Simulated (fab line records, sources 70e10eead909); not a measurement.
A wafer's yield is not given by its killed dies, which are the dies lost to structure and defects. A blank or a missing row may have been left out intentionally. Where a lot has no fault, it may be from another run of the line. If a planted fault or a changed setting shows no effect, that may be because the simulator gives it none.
Matching of chambers + flow nand_harc + NHARC_A_CONTACT_DESCUM_13 on rie_diel-01: 4 sister chambers
The step chemistry O2, time 3 s. 18 wafers are shown with their chamber, then 9 later ones without.

## WAFERS WITH THEIR CHAMBER
| wafer  | chamber | showerhead_plenum_p_Torr (Torr) | drypump_motor_current_A (A) | throttle_valve_pct (%) |
|--------|---------|---------------------------------|-----------------------------|------------------------|
| L936.2 | 0       | 1.81                            | 6.0                         | 11.311                 |
| L936.3 | 1       | 2.07                            | 4.9                         | 11.298                 |
| L936.4 | 2       | 1.93                            | 4.9                         | 11.308                 |
| L938.1 | 1       | 2.07                            | 5.0                         | 11.312                 |
| L938.3 | 3       | 1.82                            | 6.3                         | 11.304                 |
| L938.5 | 0       | 1.81                            | 6.0                         | 11.321                 |
| L939.3 | 0       | 1.81                            | 6.0                         | 11.310                 |
| L939.5 | 1       | 2.07                            | 4.9                         | 11.306                 |
| L939.6 | 3       | 1.82                            | 6.3                         | 11.308                 |
| L941.1 | 1       | 2.07                            | 4.9                         | 11.313                 |
| L941.2 | 2       | 1.92                            | 4.9                         | 11.316                 |
| L941.3 | 3       | 1.82                            | 6.3                         | 11.306                 |
| L940.4 | 2       | 1.92                            | 5.0                         | 11.304                 |
| L940.5 | 1       | 2.06                            | 4.9                         | 11.302                 |
| L940.6 | 2       | 1.92                            | 5.0                         | 11.296                 |
| L954.1 | 1       | 2.06                            | 4.9                         | 11.306                 |
| L954.4 | 3       | 1.82                            | 6.3                         | 11.292                 |
| L954.5 | 1       | 2.06                            | 4.9                         | 11.305                 |

SIGNATURES, as means of the wafers listed above
| reading                  | chamber 0 | chamber 1 | chamber 2 | chamber 3 | scatter within a chamber |
|--------------------------|-----------|-----------|-----------|-----------|--------------------------|
| showerhead_plenum_p_Torr | 1.8100    | 2.0657    | 1.9225    | 1.8200    | 0.0042                   |
| drypump_motor_current_A  | 6.000     | 4.914     | 4.950     | 6.300     | 0.0364                   |
| throttle_valve_pct       | 11.31400  | 11.30600  | 11.30600  | 11.30250  | 0.00656                  |
Rule: for each reading, subtract the chamber's mean from the wafer's reading, divide by that reading's scatter and square the result; add these up over the readings and take the root, which gives the wafer's distance from the chamber. The wafer belongs to the nearest chamber; if the next one is less than 2 further off, it can't be placed. The scatter: the root of (the sum of the squares of (reading less its chamber's mean) over the shown wafers, divided by (wafers less chambers)).

## WAFERS WITHOUT THEIR CHAMBER
| wafer  | showerhead_plenum_p_Torr (Torr) | drypump_motor_current_A (A) | throttle_valve_pct (%) |
|--------|---------------------------------|-----------------------------|------------------------|
| L952.1 | 2.06                            | 5.0                         | 11.314                 |
| L952.2 | 1.92                            | 4.9                         | 11.308                 |
| L952.5 | 2.06                            | 4.9                         | 11.325                 |
| L956.1 | 1.80                            | 6.0                         | 11.300                 |
| L956.5 | 2.06                            | 4.9                         | 11.307                 |
| L956.6 | 1.81                            | 6.3                         | 11.305                 |
| L955.2 | 2.06                            | 4.9                         | 11.322                 |
| L955.5 | 1.80                            | 6.0                         | 11.292                 |
| L955.6 | 1.81                            | 6.3                         | 11.312                 |

## WHICH CHAMBER EACH ONE RAN IN
| wafer  | from the rows above | in truth |
|--------|---------------------|----------|
| L952.1 | 1                   | 1        |
| L952.2 | 2                   | 2        |
| L952.5 | 1                   | 1        |
| L956.1 | 0                   | 0        |
| L956.5 | 1                   | 1        |
| L956.6 | 3                   | 3        |
| L955.2 | 1                   | 1        |
| L955.5 | 0                   | 0        |
| L955.6 | 3                   | 3        |
9 of 9 placed correctly. Number that these rows cannot place: 0. Number placed wrongly: 0.
